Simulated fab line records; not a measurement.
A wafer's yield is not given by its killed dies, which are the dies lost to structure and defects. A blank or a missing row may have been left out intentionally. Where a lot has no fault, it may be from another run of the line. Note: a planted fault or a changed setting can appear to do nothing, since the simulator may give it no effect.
fab line records | flow n5-finfet | part 1 of 2: steps 1 to 20 of 32
record lots=5 | wafers=15 | last-day=15
route steps=1938 shown MOL_CONTACT_COAG@616 BEOL_M0_SAQP@632
lots that met no fault: taken from a fault-free run of the same line
start-h: the number of hours between the record's first day and the start of the first shown wafer of the lot | wait-h: hours since the lot's step before | " identical to the entry in the row above | L1.1+2: one row covering several wafers at once | - either no value or no given start | * or withheld: withheld | < > ~ a bound
route shown NAME@n: NAME is a module with steps in the file, n the number in the route of the first one | usual: mean/standard deviation of fault-free wafers | same: alike in all rows | chamber/n: place in a boat | sites: readings site by site | _std_site: their standard deviation | _edge_site: outer sites' mean less inner sites' | radius-mm: for every site, how far away it sits from the centre of the wafer | mask NAME#n: copy n | behind: the tool/chamber that last shaped the wafer | hold: why the lot went on hold/how many hours it stayed there/how the hold came to an end | device: the n, p or np transistor that did not switch | end of line: tests of these same wafers at the route's end | a step without rows: its recipe alone | killed: dies lost to structure and defects at the first sort, not the wafer's yield | map: dies across one wafer; x = killed, . = not, _ = none there
set.NAME: the setting that was run; set.NAME@STEP: the one run at that earlier step | model.NAME: the simulator's own value behind a step, which no gauge read
certain route steps with their lots: each step a table, each wafer a row
services: a tool's chamber out of use, with start hour (start-h, from the record's first day; less than 0 if before it), hours out, and reason
## steps
# step N5_MOL_CONTACT_COAG_ETCH_124
# recipe chemistry=CH3F/O2 | target=SiNx | target-depth-a=65 | mask-material=SOC | stop-on=SiOC | over-etch-frac=0.3 | ion-energy-ev=120 | pressure-mtorr=30 | source-w=395 | bias-w=73 | Ar_flow_sccm=150 | CH3F_flow_sccm=30 | O2_flow_sccm=20 | ends=end-point
# usual drypump-motor-current-A=5.6/0.41 | oes-product-au=0.67/0.076 | rf-vpp-V=293/6.4 | showerhead-plenum-p-Torr=1.98/0.05 | throttle-valve-pct=16.2/0.31
lot.wafer | tool        | chamber | start-h | wait-h | drypump-motor-current-A | oes-product-au | rf-hours-counter-h | rf-vpp-V | showerhead-plenum-p-Torr | throttle-valve-pct
L075.1    | rie-diel-03 | 2       | 107.60  | 0.0    | 5.7                     | 0.83           | 3                  | 303      | 2.03                     | 15.7
L075.3    | "           | 1       | "       | "      | 5.1                     | 0.58           | 248                | 282      | 2.05                     | 16.6
L075.4    | "           | 3       | "       | "      | 5.5                     | 0.61           | 205                | 293      | 1.96                     | 16.6
L076.2    | rie-diel-04 | 1       | 116.35  | 0.0    | 5.4                     | 0.80           | 6                  | 298      | 1.95                     | 16.1
L076.3    | "           | 3       | "       | "      | 4.9                     | 0.67           | 143                | 289      | 1.92                     | 16.4
L076.5    | "           | 0       | "       | "      | 6.0                     | 0.61           | -                  | 298      | 1.96                     | 16.3
L079.1    | rie-diel-03 | 0       | 131.83  | 0.0    | 6.4                     | 0.63           | 168                | 288      | 2.00                     | 16.5
L079.3    | "           | 3       | "       | "      | 5.4                     | 0.60           | 214                | 293      | 1.96                     | 16.7
L079.5    | "           | 2       | "       | "      | 5.6                     | 0.81           | -                  | 302      | 2.03                     | 15.7
L081.2    | rie-diel-04 | 3       | 145.28  | 0.0    | 4.9                     | 0.67           | 154                | 287      | 1.92                     | 16.4
L081.3    | "           | 0       | "       | "      | 6.1                     | 0.62           | 220                | 298      | 1.96                     | 16.3
L081.6    | "           | 0       | "       | "      | 6.1                     | 0.62           | -                  | 300      | 1.96                     | 16.3
L085.1    | rie-diel-03 | 3       | 175.28  | 0.0    | 5.4                     | 0.59           | 231                | 292      | 1.96                     | 16.7
L085.2    | "           | 2       | "       | "      | 5.6                     | 0.77           | 29                 | 302      | 2.02                     | 15.7
L085.6    | "           | 2       | "       | "      | 5.6                     | 0.77           | -                  | 300      | 2.02                     | 15.7
# step N5_MOL_CONTACT_COAG_ETCH_48
# recipe chemistry=C4F6/O2 | target-depth-a=150 | overetch-a=45 | mask-material=SOC | target=SiOC | bias-w=465 | pressure-mtorr=10 | time-s=17 | source-w=335 | Ar_flow_sccm=300 | C4F6_flow_sccm=10 | O2_flow_sccm=10 | ion-energy-ev=576
# usual drypump-motor-current-A=5.6/0.41 | oes-product-au=0.67/0.08 | rf-vpp-V=1569/32 | showerhead-plenum-p-Torr=2.82/0.069 | throttle-valve-pct=40.2/0.37
lot.wafer | tool        | chamber | start-h | wait-h | drypump-motor-current-A | oes-product-au | rf-hours-counter-h | rf-vpp-V | showerhead-plenum-p-Torr | throttle-valve-pct
L075.1    | rie-diel-03 | 2       | 107.64  | 0.0    | 5.7                     | 0.81           | 3                  | 1613     | 2.88                     | 39.7
L075.3    | "           | 1       | "       | "      | 5.1                     | 0.63           | 248                | 1504     | 2.91                     | 40.5
L075.4    | "           | 3       | "       | "      | 5.4                     | 0.58           | 205                | 1565     | 2.79                     | 40.0
L076.2    | rie-diel-04 | 1       | 116.39  | 0.0    | 5.4                     | 0.81           | 6                  | 1585     | 2.77                     | 40.1
L076.3    | "           | 3       | "       | "      | 4.9                     | 0.67           | 144                | 1543     | 2.74                     | 40.3
L076.5    | "           | 0       | "       | "      | 6.1                     | 0.65           | -                  | 1597     | 2.79                     | 39.6
L079.1    | rie-diel-03 | 0       | 131.87  | 0.0    | 6.3                     | 0.63           | 168                | 1540     | 2.84                     | 40.5
L079.3    | "           | 3       | "       | "      | 5.4                     | 0.57           | 214                | 1566     | 2.79                     | 40.0
L079.5    | "           | 2       | "       | "      | 5.6                     | 0.78           | -                  | 1613     | 2.87                     | 39.7
L081.2    | rie-diel-04 | 3       | 145.32  | 0.0    | 4.9                     | 0.64           | 154                | 1542     | 2.73                     | 40.3
L081.3    | "           | 0       | "       | "      | 6.0                     | 0.58           | 220                | 1600     | 2.79                     | 39.6
L081.6    | "           | 0       | "       | "      | 6.1                     | 0.61           | -                  | 1599     | 2.79                     | 39.6
L085.1    | rie-diel-03 | 3       | 175.32  | 0.0    | 5.4                     | 0.58           | 231                | 1565     | 2.78                     | 40.1
L085.2    | "           | 2       | "       | "      | 5.6                     | 0.79           | 29                 | 1614     | 2.87                     | 39.8
L085.6    | "           | 2       | "       | "      | 5.7                     | 0.70           | -                  | 1611     | 2.87                     | 39.7
# step N5_MOL_CONTACT_COAG_STRIP_72
# recipe chemistry=N2/H2 | power-w=450 | temp-c=40 | pressure-mtorr=20 | rf-frequency-hz=6e+07 | overash-fraction=3 | bias-power-w=7 | h2-frac=0.5 | n2-flow-sccm=200 | h2-flow-sccm=200
# usual drypump-motor-current-A=5.6/0.41 | oes-product-au=0.79/0.098 | rf-vpp-V=59.2/1.8 | showerhead-plenum-p-Torr=2.52/0.058 | throttle-valve-pct=23.4/0.35
lot.wafer | tool        | chamber | start-h | wait-h | drypump-motor-current-A | oes-product-au | rf-hours-counter-h | rf-vpp-V | showerhead-plenum-p-Torr | throttle-valve-pct
L075.1    | rie-diel-03 | 2       | 107.69  | 0.0    | 5.6                     | 1.01           | 3                  | 57.3     | 2.60                     | 23.1
L075.3    | "           | 1       | "       | "      | 5.1                     | 0.67           | 248                | 59.1     | 2.59                     | 23.8
L075.4    | "           | 3       | "       | "      | 5.4                     | 0.70           | 205                | 60.8     | 2.53                     | 24.0
L076.2    | rie-diel-04 | 1       | 116.45  | 0.0    | 5.4                     | 0.96           | 6                  | 60.8     | 2.49                     | 23.6
L076.3    | "           | 3       | "       | "      | 5.0                     | 0.78           | 144                | 54.7     | 2.46                     | 23.8
L076.5    | "           | 0       | "       | "      | 6.1                     | 0.74           | -                  | 63.6     | 2.48                     | 23.1
L079.1    | rie-diel-03 | 0       | 131.92  | 0.0    | 6.4                     | 0.73           | 168                | 59.7     | 2.52                     | 23.4
L079.3    | "           | 3       | "       | "      | 5.4                     | 0.70           | 214                | 58.1     | 2.52                     | 23.9
L079.5    | "           | 2       | "       | "      | 5.6                     | 0.96           | -                  | 60.6     | 2.60                     | 23.0
L081.2    | rie-diel-04 | 3       | 145.37  | 0.0    | 5.0                     | 0.77           | 154                | 59.7     | 2.46                     | 23.8
L081.3    | "           | 0       | "       | "      | 6.1                     | 0.73           | 220                | 62.7     | 2.48                     | 23.1
L081.6    | "           | 0       | "       | "      | 6.0                     | 0.71           | -                  | 61.1     | 2.48                     | 23.1
L085.1    | rie-diel-03 | 3       | 175.37  | 0.0    | 5.4                     | 0.67           | 231                | 59.2     | 2.52                     | 24.0
L085.2    | "           | 2       | "       | "      | 5.7                     | 0.92           | 29                 | 58.6     | 2.59                     | 23.1
L085.6    | "           | 2       | "       | "      | 5.6                     | 0.92           | -                  | 55.9     | 2.59                     | 23.0
# step N5_MOL_CONTACT_COAG_STRIP_49
# recipe chemistry=N2/H2 | time-s=30 | power-w=1000 | temp-c=250 | pressure-mtorr=withheld | n2-flow-sccm=1750 | h2-flow-sccm=3250
# usual drypump-motor-current-A=5.8/0.55 | heater-power-w=367/24
lot.wafer | tool            | chamber | start-h | wait-h | drypump-motor-current-A | heater-power-w | rf-hours-counter-h
L075.1    | plasma-asher-02 | 1       | 107.78  | -      | 5.9                     | 331            | 94
L075.3    | "               | 1       | "       | "      | 5.8                     | 334            | -
L075.4    | "               | 0       | "       | "      | 4.9                     | 358            | -
L076.2    | plasma-asher-01 | 1       | 116.53  | -      | 6.1                     | 364            | 47
L076.3    | "               | 1       | "       | "      | 6.1                     | 373            | -
L076.5    | "               | 0       | "       | "      | 6.5                     | 406            | -
L079.1    | plasma-asher-01 | 0       | 132.00  | -      | 6.4                     | 403            | 50
L079.3    | "               | 1       | "       | "      | 6.1                     | 374            | -
L079.5    | "               | 0       | "       | "      | 6.5                     | 397            | -
L081.2    | plasma-asher-02 | 0       | 145.45  | -      | 5.0                     | 355            | 102
L081.3    | "               | 1       | "       | "      | 5.8                     | 333            | -
L081.6    | "               | 0       | "       | "      | 5.0                     | 353            | -
L085.1    | plasma-asher-01 | 1       | 175.45  | -      | 6.1                     | 366            | 58
L085.2    | "               | 0       | "       | "      | 6.4                     | 395            | 58
L085.6    | "               | 0       | "       | "      | 6.4                     | 396            | -
# step N5_MOL_CONTACT_COAG_PRECLEAN_138
# recipe chemistry=alkaline-clean | temp-c=60 | time-s=60 | do-ppb=50
# usual bath-guard-temp-C=60.1/0.56 | bath-heat-duty-pct=10.1/1.1
lot.wafer | tool         | chamber | start-h | wait-h | bath-guard-temp-C | bath-heat-duty-pct
L075.1    | wet-bench-05 | 2       | 107.87  | 0.1    | 60.8              | 10.3
L075.3    | "            | 4       | "       | "      | 59.3              | 10.4
L075.4    | "            | 0       | "       | "      | 60.1              | 10.4
L076.2    | wet-bench-02 | 0       | 116.62  | 0.1    | 60.2              | 10.0
L076.3    | "            | 7       | "       | "      | 59.5              | 10.1
L076.5    | "            | 3       | "       | "      | 61.1              | 9.0
L079.1    | wet-bench-02 | 1       | 132.09  | 0.1    | 60.4              | 10.6
L079.3    | "            | 0       | "       | "      | 60.4              | 10.0
L079.5    | "            | 2       | "       | "      | 59.9              | 9.7
L081.2    | wet-bench-05 | 2       | 145.54  | 0.1    | 60.7              | 9.7
L081.3    | "            | 7       | "       | "      | 59.7              | 8.1
L081.6    | "            | 1       | "       | "      | 59.7              | 10.8
L085.1    | wet-bench-02 | 7       | 175.54  | 0.1    | 59.8              | 11.9
L085.2    | "            | 1       | "       | "      | 60.6              | 10.8
L085.6    | "            | 4       | "       | "      | 61.1              | 8.0
# step N5_MOL_CONTACT_COAG_SRD_139
# recipe dry=ipa-marangoni | time-s=30 | temp-c=23 | rinse-liquid=diw
# usual bath-heat-duty-pct=3.7/0.59
lot.wafer | tool         | chamber | start-h | wait-h | bath-heat-duty-pct
L075.1    | wet-bench-05 | 2       | 107.89  | 0.0    | 3.7
L075.3    | "            | 4       | "       | "      | 4.0
L075.4    | "            | 0       | "       | "      | 4.9
L076.2    | wet-bench-02 | 0       | 116.64  | 0.0    | 3.5
L076.3    | "            | 7       | "       | "      | 3.6
L076.5    | "            | 3       | "       | "      | 3.2
L079.1    | wet-bench-02 | 1       | 132.11  | 0.0    | 3.6
L079.3    | "            | 0       | "       | "      | 3.7
L079.5    | "            | 2       | "       | "      | 3.7
L081.2    | wet-bench-05 | 2       | 145.56  | 0.0    | 4.8
L081.3    | "            | 7       | "       | "      | 3.6
L081.6    | "            | 1       | "       | "      | 4.7
L085.1    | wet-bench-02 | 7       | 175.56  | 0.0    | 3.4
L085.2    | "            | 1       | "       | "      | 3.7
L085.6    | "            | 4       | "       | "      | 3.2
# step N5_MOL_CONTACT_COAG_CD_MEAS_101
# recipe target-cd-nm=16
# usual cd-nm=15.8/0.41
lot.wafer | tool      | chamber | start-h | wait-h | cd-nm
L075.1    | cd-sem-03 | -       | 107.93  | 0.0    | 16.2
L075.3    | "         | -       | "       | "      | 16.5
L075.4    | "         | -       | "       | "      | 15.4
L076.2    | cd-sem-03 | -       | 116.69  | 0.0    | 15.0
L076.3    | "         | -       | "       | "      | 16.4
L076.5    | "         | -       | "       | "      | 16.0
L079.1    | cd-sem-01 | -       | 132.15  | 0.0    | 15.4
L079.3    | "         | -       | "       | "      | 16.2
L079.5    | "         | -       | "       | "      | 15.3
L081.2    | cd-sem-02 | -       | 145.60  | 0.0    | 15.5
L081.3    | "         | -       | "       | "      | 16.1
L081.6    | "         | -       | "       | "      | 16.0
L085.1    | cd-sem-03 | -       | 175.60  | 0.0    | 15.8
L085.2    | "         | -       | "       | "      | 15.8
L085.6    | "         | -       | "       | "      | 15.9
# step N5_MOL_CONTACT_COAG_PRE_CLEAN_121
# recipe gas=H2/He | time-s=* | temp-c=withheld
lot.wafer  | tool     | chamber | start-h | wait-h
L075.1+3+4 | cvd-w-01 | 1,0,1   | 107.97  | 0.0
L076.2+3+5 | cvd-w-02 | 0       | 116.73  | 0.0
L079.1+3+5 | cvd-w-01 | 0,1,1   | 132.19  | 0.0
L081.2+3+6 | cvd-w-01 | 1,0,0   | 145.64  | 0.0
L085.1+2+6 | cvd-w-02 | 1,0,0   | 175.64  | 0.0
# step N5_MOL_CONTACT_COAG_CVD_140
# recipe material=W | target-thk-a=665 | mode=selective-fill | temp-c=300 | time-s=215
# usual heater-power-w=438/25
lot.wafer | tool     | chamber | start-h | wait-h | heater-power-w
L075.1    | cvd-w-01 | 1       | 108.06  | 0.1    | 406
L075.3    | "        | 0       | "       | "      | 458
L075.4    | "        | 1       | "       | "      | 419
L076.2    | cvd-w-02 | 0       | 116.82  | 0.1    | 404
L076.3    | "        | 0       | "       | "      | 416
L076.5    | "        | 0       | "       | "      | 411
L079.1    | cvd-w-01 | 0       | 132.28  | 0.1    | 448
L079.3    | "        | 1       | "       | "      | 417
L079.5    | "        | 1       | "       | "      | 416
L081.2    | cvd-w-01 | 1       | 145.73  | 0.1    | 412
L081.3    | "        | 0       | "       | "      | 438
L081.6    | "        | 0       | "       | "      | 447
L085.1    | cvd-w-02 | 1       | 175.73  | 0.1    | 457
L085.2    | "        | 0       | "       | "      | 417
L085.6    | "        | 0       | "       | "      | 413
# step N5_MOL_CONTACT_COAG_PRECLEAN_127
# recipe chemistry=DIW | time-s=57.5 | temp-c=23
# usual bath-heat-duty-pct=3.7/0.5
lot.wafer | tool         | chamber | start-h | wait-h | bath-heat-duty-pct
L075.1    | wet-bench-05 | 0       | 108.33  | 0.2    | 4.6
L075.3    | "            | 1       | "       | "      | 4.3
L075.4    | "            | 5       | "       | "      | 3.4
L076.2    | wet-bench-05 | 2       | 117.09  | 0.2    | 3.1
L076.3    | "            | 0       | "       | "      | 4.2
L076.5    | "            | 1       | "       | "      | 4.5
L079.1    | wet-bench-02 | 2       | 132.55  | 0.2    | 3.5
L079.3    | "            | 3       | "       | "      | 4.0
L079.5    | "            | 7       | "       | "      | 4.1
L081.2    | wet-bench-02 | 2       | 146.02  | 0.2    | 3.4
L081.3    | "            | 4       | "       | "      | 3.5
L081.6    | "            | 6       | "       | "      | 3.2
L085.1    | wet-bench-03 | 7       | 176.01  | 0.2    | 3.4
L085.2    | "            | 2       | "       | "      | 3.3
L085.6    | "            | 6       | "       | "      | 3.8
# step N5_MOL_CONTACT_COAG_SRD_128
# recipe dry-time-s=32 | dry=n2-spin | spin-rpm=1500
lot.wafer  | tool         | chamber | start-h | wait-h
L075.1+3+4 | wet-bench-05 | 0,1,5   | 108.35  | 0.0
L076.2+3+5 | wet-bench-05 | 2,0,1   | 117.11  | 0.0
L079.1+3+5 | wet-bench-02 | 2,3,7   | 132.57  | 0.0
L081.2+3+6 | wet-bench-02 | 2,4,6   | 146.04  | 0.0
L085.1+2+6 | wet-bench-03 | 7,2,6   | 176.02  | 0.0
# step N5_MOL_CONTACT_COAG_CMP_52
# recipe stop-on=SiO2 | t-overpolish-s=1.5 | post-cmp-clean=w-dilute-nh4oh | down-force-psi=4 | platen-rpm=50.289 | pad-velocity-m-s=1.0006 | target-thk-nm=66.5
# usual head-pressure-psi=3.999/0.0079 | motor-current-A=12.8/1.3 | overpolish-run-s=1.500/0.0098 | time-to-endpoint-s=14/3.3
lot.wafer | tool   | chamber | start-h | wait-h | head-pressure-psi | motor-current-A | overpolish-run-s | time-to-endpoint-s
L075.1    | cmp-04 | 2       | 108.38  | 0.0    | 4.001             | 12.4            | 1.521            | 23
L075.4    | "      | 3       | "       | "      | 4.000             | 13.9            | 1.496            | 16
L075.3    | "      | 1       | "       | "      | 4.005             | 12.1            | 1.512            | 16
L076.2    | cmp-02 | 0       | 117.18  | 0.1    | 3.990             | 14.1            | 1.500            | 12
L076.3    | "      | 1       | "       | "      | 4.003             | 13.4            | 1.502            | 18
L076.5    | "      | 3       | "       | "      | 3.982             | 11.5            | 1.500            | 10
L079.1    | cmp-01 | 3       | 132.60  | 0.0    | 3.987             | 12.7            | 1.477            | 13
L079.3    | "      | 1       | "       | "      | 4.008             | 12.6            | 1.510            | 9
L079.5    | "      | 0       | "       | "      | 4.003             | 10.4            | 1.521            | 8
L081.3    | cmp-02 | 0       | 146.07  | 0.0    | 3.996             | 14.3            | 1.498            | 11
L081.2    | "      | 3       | "       | "      | 4.011             | 11.6            | 1.493            | 10
L081.6    | "      | 1       | "       | "      | 4.009             | 13.0            | 1.504            | 17
L085.2    | cmp-01 | 0       | 176.06  | 0.0    | 4.007             | 11.0            | 1.505            | 7
L085.1    | "      | 1       | "       | "      | 3.992             | 13.4            | 1.491            | 12
L085.6    | "      | 0       | "       | "      | 4.011             | 10.4            | 1.505            | 7
# step N5_MOL_CONTACT_COAG_THK_MEAS_53
# recipe reads=SiO2_of_MOL_CONTACT_COAG_PECVD_31
# usual VIA_MOL_THK=44.1/0.79
lot.wafer | tool          | chamber | start-h | wait-h | VIA_MOL_THK[nm]
L075.1    | film-metro-01 | -       | 108.67  | -      | 44.2
L075.3    | "             | -       | "       | "      | 45.3
L075.4    | "             | -       | "       | "      | 46.4
L076.2    | film-metro-02 | -       | 117.43  | -      | 43.9
L076.3    | "             | -       | "       | "      | 44.4
L076.5    | "             | -       | "       | "      | 44.2
L079.1    | film-metro-02 | -       | 132.89  | -      | 42.9
L079.3    | "             | -       | "       | "      | 42.6
L079.5    | "             | -       | "       | "      | 43.6
L081.2    | film-metro-02 | -       | 146.37  | -      | 43.2
L081.3    | "             | -       | "       | "      | 43.1
L081.6    | "             | -       | "       | "      | 44.2
L085.1    | film-metro-01 | -       | 176.35  | -      | 44.4
L085.2    | "             | -       | "       | "      | 43.6
L085.6    | "             | -       | "       | "      | 44.2
# step N5_MOL_CONTACT_COAG_ANNEAL_112
# recipe temp-c=400 | time-s=1800 | ambient=HPD2 | pressure-atm=10
# usual spike-tc-centre-C=402.1/1.1 | wafer_temp_C_max=401.7/0.38
lot.wafer | tool         | chamber | start-h | wait-h | spike-tc-centre-C | wafer_temp_C_max
L075.1    | hp-anneal-01 | 0       | 109.44  | 0.8    | 402.2             | 401.8
L075.3    | "            | 0       | "       | "      | 400.7             | 401.4
L075.4    | "            | 0       | "       | "      | 402.7             | 401.9
L076.2    | hp-anneal-01 | 0       | 117.46  | 0.0    | 402.3             | 402.2
L076.3    | "            | 0       | "       | "      | 403.1             | 401.4
L076.5    | "            | 0       | "       | "      | 402.8             | 401.0
L079.1    | hp-anneal-01 | 0       | 132.92  | 0.0    | 402.0             | 401.5
L079.3    | "            | 0       | "       | "      | 401.3             | 402.4
L079.5    | "            | 0       | "       | "      | 399.9             | 401.4
L081.2    | hp-anneal-01 | 0       | 146.39  | 0.0    | 402.7             | 401.6
L081.3    | "            | 0       | "       | "      | 399.1             | 402.0
L081.6    | "            | 0       | "       | "      | 401.2             | 401.8
L085.1    | hp-anneal-01 | 0       | 176.38  | 0.0    | 401.7             | 401.5
L085.2    | "            | 0       | "       | "      | 401.8             | 402.1
L085.6    | "            | 0       | "       | "      | 402.6             | 401.2
# step N5_MOL_CONTACT_COAG_INSPECT_97
# recipe inspect-instrument=darkfield | mode=post-anneal
# usual raw-defect-count=45/14
lot.wafer | tool              | chamber | start-h | wait-h | raw-defect-count
L075.1    | defect-inspect-02 | -       | 112.48  | 0.0    | 38
L075.3    | "                 | -       | "       | "      | 59
L075.4    | "                 | -       | "       | "      | 48
L076.2    | defect-inspect-01 | -       | 120.50  | 0.0    | 45
L076.3    | "                 | -       | "       | "      | 52
L076.5    | "                 | -       | "       | "      | 73
L079.1    | defect-inspect-02 | -       | 135.94  | 0.0    | 50
L079.3    | "                 | -       | "       | "      | 72
L079.5    | "                 | -       | "       | "      | 59
L081.2    | defect-inspect-01 | -       | 149.44  | 0.0    | 39
L081.3    | "                 | -       | "       | "      | 21
L081.6    | "                 | -       | "       | "      | 28
L085.1    | defect-inspect-02 | -       | 179.41  | 0.0    | 45
L085.2    | "                 | -       | "       | "      | 35
L085.6    | "                 | -       | "       | "      | 20
# step N5_BEOL_M0_SAQP_PECVD_00
# recipe material=SiCN | target-thk-a=80 | temp-c=withheld | precursor=3MS/NH3 | pressure-torr=3 | rf-w=202 | time-s=14
# usual showerhead-plenum-p-Torr=3.663/0.02 | throttle-valve-pct=9.0/0.56
lot.wafer | tool     | chamber | start-h | wait-h | showerhead-plenum-p-Torr | throttle-valve-pct
L075.1    | pecvd-03 | 1       | 112.81  | 0.2    | 3.666                    | 8.1
L075.3    | "        | 0       | "       | "      | 3.678                    | 8.9
L075.4    | "        | 1       | "       | "      | 3.688                    | 8.2
L076.2    | pecvd-04 | 0       | 120.83  | 0.2    | 3.654                    | 10.0
L076.3    | "        | 1       | "       | "      | 3.691                    | 8.8
L076.5    | "        | 2       | "       | "      | 3.652                    | 8.7
L079.1    | pecvd-02 | 0       | 136.28  | 0.2    | 3.660                    | 9.6
L079.3    | "        | 2       | "       | "      | 3.635                    | 8.5
L079.5    | "        | 2       | "       | "      | 3.628                    | 9.0
L081.2    | pecvd-04 | 2       | 149.75  | 0.2    | 3.646                    | 8.6
L081.3    | "        | 0       | "       | "      | 3.650                    | 9.9
L081.6    | "        | 1       | "       | "      | 3.695                    | 8.8
L085.1    | pecvd-04 | 0       | 179.75  | 0.2    | 3.654                    | 10.2
L085.2    | "        | 1       | "       | "      | 3.699                    | 8.9
L085.6    | "        | 2       | "       | "      | 3.648                    | 8.8
# step N5_BEOL_M0_SAQP_ILD_DEP_01
# recipe material=SiOC | target-thk-a=454.19 | temp-c=350 | precursor=DEMS/O2 | pressure-torr=5 | rf-w=500 | time-s=8.7
# usual heater-power-w=451/54 | showerhead-plenum-p-Torr=5.693/0.022 | throttle-valve-pct=11.8/0.72
lot.wafer | tool     | chamber | start-h | wait-h | heater-power-w | showerhead-plenum-p-Torr | throttle-valve-pct
L075.1    | pecvd-03 | 1       | 112.84  | 0.0    | 420            | 5.694                    | 10.8
L075.3    | "        | 0       | "       | "      | 547            | 5.721                    | 11.6
L075.4    | "        | 1       | "       | "      | 320            | 5.697                    | 10.8
L076.2    | pecvd-04 | 0       | 120.85  | 0.0    | 444            | 5.677                    | 13.1
L076.3    | "        | 1       | "       | "      | 478            | 5.742                    | 11.8
L076.5    | "        | 2       | "       | "      | 398            | 5.675                    | 11.3
L079.1    | pecvd-02 | 0       | 136.30  | 0.0    | 449            | 5.708                    | 13.1
L079.3    | "        | 2       | "       | "      | 483            | 5.656                    | 11.6
L079.5    | "        | 2       | "       | "      | 488            | 5.647                    | 11.2
L081.2    | pecvd-04 | 2       | 149.78  | 0.0    | 415            | 5.678                    | 11.2
L081.3    | "        | 0       | "       | "      | 395            | 5.684                    | 13.1
L081.6    | "        | 1       | "       | "      | 529            | 5.718                    | 11.8
L085.1    | pecvd-04 | 0       | 179.77  | 0.0    | 452            | 5.683                    | 13.2
L085.2    | "        | 1       | "       | "      | 500            | 5.722                    | 11.6
L085.6    | "        | 2       | "       | "      | 448            | 5.669                    | 11.3
# step N5_BEOL_M0_SAQP_HM_DEP_02
# recipe material=TiN | target-thk-a=120 | temp-c=25 | chamber-pressure-pa=0.49996
# usual throttle-valve-pct=30.4/0.68
lot.wafer | tool           | chamber | start-h | wait-h | throttle-valve-pct
L075.1    | pvd-sputter-01 | -       | 115.73  | 2.9    | 30.8
L075.3    | "              | -       | "       | "      | 30.5
L075.4    | "              | -       | "       | "      | 30.7
L076.2    | pvd-sputter-03 | -       | 121.41  | 0.5    | 30.7
L076.3    | "              | -       | "       | "      | 30.6
L076.5    | "              | -       | "       | "      | 30.5
L079.1    | pvd-sputter-01 | -       | 137.48  | 1.2    | 30.6
L079.3    | "              | -       | "       | "      | 30.6
L079.5    | "              | -       | "       | "      | 29.4
L081.2    | pvd-sputter-03 | -       | 150.19  | 0.4    | 29.6
L081.3    | "              | -       | "       | "      | 30.2
L081.6    | "              | -       | "       | "      | 30.4
L085.1    | pvd-sputter-03 | -       | 180.40  | 0.6    | 30.3
L085.2    | "              | -       | "       | "      | 30.7
L085.6    | "              | -       | "       | "      | 30.6
# step N5_BEOL_M0_SAQP_PECVD_03
# recipe material=SiCN | target-thk-a=120 | temp-c=withheld | precursor=3MS/NH3 | pressure-torr=3 | rf-w=202 | time-s=21.1
# usual showerhead-plenum-p-Torr=3.666/0.019 | throttle-valve-pct=8.9/0.56
lot.wafer | tool     | chamber | start-h | wait-h | showerhead-plenum-p-Torr | throttle-valve-pct
L075.1    | pecvd-04 | 0       | 115.85  | 0.1    | 3.657                    | 10.0
L075.3    | "        | 1       | "       | "      | 3.689                    | 8.9
L075.4    | "        | 0       | "       | "      | 3.650                    | 10.1
L076.2    | pecvd-03 | 2       | 121.53  | 0.1    | 3.660                    | 8.3
L076.3    | "        | 0       | "       | "      | 3.681                    | 8.6
L076.5    | "        | 1       | "       | "      | 3.678                    | 8.4
L079.1    | pecvd-02 | 0       | 137.60  | 0.1    | 3.665                    | 9.8
L079.3    | "        | 2       | "       | "      | 3.630                    | 8.6
L079.5    | "        | 1       | "       | "      | 3.660                    | 9.1
L081.2    | pecvd-03 | 1       | 150.31  | 0.1    | 3.667                    | 8.2
L081.3    | "        | 0       | "       | "      | 3.695                    | 8.9
L081.6    | "        | 2       | "       | "      | 3.667                    | 8.7
L085.1    | pecvd-02 | 0       | 180.52  | 0.1    | 3.664                    | 9.6
L085.2    | "        | 1       | "       | "      | 3.664                    | 9.0
L085.6    | "        | 1       | "       | "      | 3.656                    | 9.2
# step N5_BEOL_M0_SAQP_PECVD_96
# recipe material=a-Si | target-thk-a=450 | temp-c=350 | precursor=SiH4/He | pressure-torr=3 | rf-w=100 | time-s=45.2
# usual heater-power-w=587/55 | showerhead-plenum-p-Torr=5.67/0.07 | throttle-valve-pct=17.9/1.1
lot.wafer | tool     | chamber | start-h | wait-h | heater-power-w | showerhead-plenum-p-Torr | throttle-valve-pct
L075.1    | pecvd-04 | 0       | 115.88  | 0.0    | 596            | 5.61                     | 20.0
L075.3    | "        | 1       | "       | "      | 613            | 5.79                     | 18.1
L075.4    | "        | 0       | "       | "      | 595            | 5.60                     | 20.0
L076.2    | pecvd-03 | 2       | 121.56  | 0.0    | 570            | 5.67                     | 17.2
L076.3    | "        | 0       | "       | "      | 657            | 5.75                     | 17.9
L076.5    | "        | 1       | "       | "      | 546            | 5.69                     | 16.7
L079.1    | pecvd-02 | 0       | 137.63  | 0.0    | 681            | 5.67                     | 19.4
L079.3    | "        | 2       | "       | "      | 607            | 5.53                     | 17.3
L079.5    | "        | 1       | "       | "      | 628            | 5.66                     | 18.2
L081.2    | pecvd-03 | 1       | 150.34  | 0.0    | 458            | 5.68                     | 16.3
L081.3    | "        | 0       | "       | "      | 639            | 5.74                     | 17.8
L081.6    | "        | 2       | "       | "      | 558            | 5.68                     | 17.1
L085.1    | pecvd-02 | 0       | 180.55  | 0.0    | 613            | 5.68                     | 19.3
L085.2    | "        | 1       | "       | "      | 612            | 5.65                     | 18.0
L085.6    | "        | 1       | "       | "      | 633            | 5.66                     | 17.9
